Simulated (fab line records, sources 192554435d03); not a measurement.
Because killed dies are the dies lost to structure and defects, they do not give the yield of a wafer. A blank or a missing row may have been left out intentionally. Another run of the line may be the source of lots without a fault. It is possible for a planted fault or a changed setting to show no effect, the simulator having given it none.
A lot that was struck, set against a sound lot / flow n5Finfet / 16 steps out of a route of 1938
Sound: the wafers L183.1, L183.2, L183.5. Struck: wafer L199.3 (left out: L199.6, a lot-mate that was not struck); the cause follows at the end.
At each step with rows: each side's tool, then ch and its chambers, then its first start. Under that, the readings that differ: sound wafers / struck wafers / difference of the means / sigmas: that difference in standard deviations of wafers without a fault.
alike: a reading whose means differ by less than 2 such deviations, as well as words and numbers matching on both sides. not compared: withheld readings; readings where some wafer has no value; bounds like >300 that might hide an equal value; numbers whose values overlap and for which the record gives no deviation.
Wherever a step has rows on one side only, a row that says differs or no value, or a row with sigmas, the two part there. Non-overlapping numbers with no deviation appear without sigmas and do not part them. A reading that every wafer of one side lacks parts them only if that side has two wafers or more.

first, 8 steps without rows for these wafers: N5_FIN_SAQP_COAT_49 (time 60 s, resist thk 100 nm); N5_FIN_SAQP_COAT_50 (time 60 s, resist thk 35 nm); N5_FIN_SAQP_COAT_10 (resist thk 90 nm); N5_FIN_SAQP_EBR_12; N5_FIN_SAQP_SOFTBAKE_11 (time 60 s); N5_FIN_SAQP_EXPOSE_13 (exposes mask FIN CORE, target cd 35.6 nm); N5_FIN_SAQP_PEB_14 (peb time 60 s); N5_FIN_SAQP_DEVELOP_15 (develop time 30 s).
N5_FIN_SAQP_CD_MEAS_16: the cd target is 35.6 nm.
  sound on cdSem-01 ch 0, day 2 09:50; struck on cdSem-01 ch 0, day 6 10:38
  alike: cdNm
N5_FIN_SAQP_OVL_MEAS_17:
  sound on overlay-02 ch 0, day 2 09:52; struck on overlay-02 ch 0, day 6 10:40
  alike: FIN_CORE_OVL
N5_FIN_SAQP_INSPECT_18: inspects for defects (brightfield).
  sound on defectInspect-02 at day 2 09:54; struck on defectInspect-01 at day 6 10:42
  alike: rawDefectCount
N5_FIN_SAQP_DESCUM_21: chemistry O2, time 7.9 s.
  sound on rieDiel-03 ch 2,3, day 2 09:56; struck on rieDiel-03 ch 2, day 6 10:44
  alike: drypumpMotorCurrentA, oesProductAu, rfVppV, showerheadPlenumPTorr, throttleValvePct
  not compared: rfHoursCounterH
N5_FIN_SAQP_ETCH_51: etches SiARC in CF4, target depth 45.5 nm, time 75.8 s.
  sound on rieDiel-03 ch 2,3, day 2 09:58; struck on rieDiel-03 ch 2, day 6 10:46
reading=etchRfOnTimeS (s); sound=72.6 74.5 75.5; struck=113.3; difference=+39.1; sigmas=+21
  alike: drypumpMotorCurrentA, oesProductAu, rfVppV, showerheadPlenumPTorr, throttleValvePct
  not compared: rfHoursCounterH
N5_FIN_SAQP_ETCH_52: etches SOC in N2/H2, target depth 100 nm, overetch 20 nm, time 150 s.
  sound on rieDiel-03 ch 2,3, day 2 10:01; struck on rieDiel-03 ch 2, day 6 10:49
  alike: drypumpMotorCurrentA, oesProductAu, rfVppV, showerheadPlenumPTorr, throttleValvePct
  not compared: rfHoursCounterH
-- a jump in the record: the struck wafers' starts before and after are 9 days apart (it breaks off in module FIN_SAQP and resumes in module BEOL_M4, where the first step shown is number 1111 of the route) --
N5_BEOL_M4_RC_MEAS_101:
  sound on prober-01 ch 0, day 13 18:54; struck on prober-02 ch 0, day 15 03:44
  alike: DIBL_N, DIBL_P, IOFF_N, IOFF_P, ION_N, ION_P, SS_N, SS_P, VT_N, VT_P
next, for these wafers, 1 step has no rows: N5_PASSIVATION_PROBE_49.

== WHERE THEY PART ==
N5_FIN_SAQP_ETCH_51 only, going by this record. Later steps at which nothing parts them and some readings are alike: N5_FIN_SAQP_ETCH_52, N5_BEOL_M4_RC_MEAS_101.

WHY: what had been put in by the simulator
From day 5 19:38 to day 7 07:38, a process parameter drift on rieDiel-03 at N5_FIN_SAQP_ETCH_51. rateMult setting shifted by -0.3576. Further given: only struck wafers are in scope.
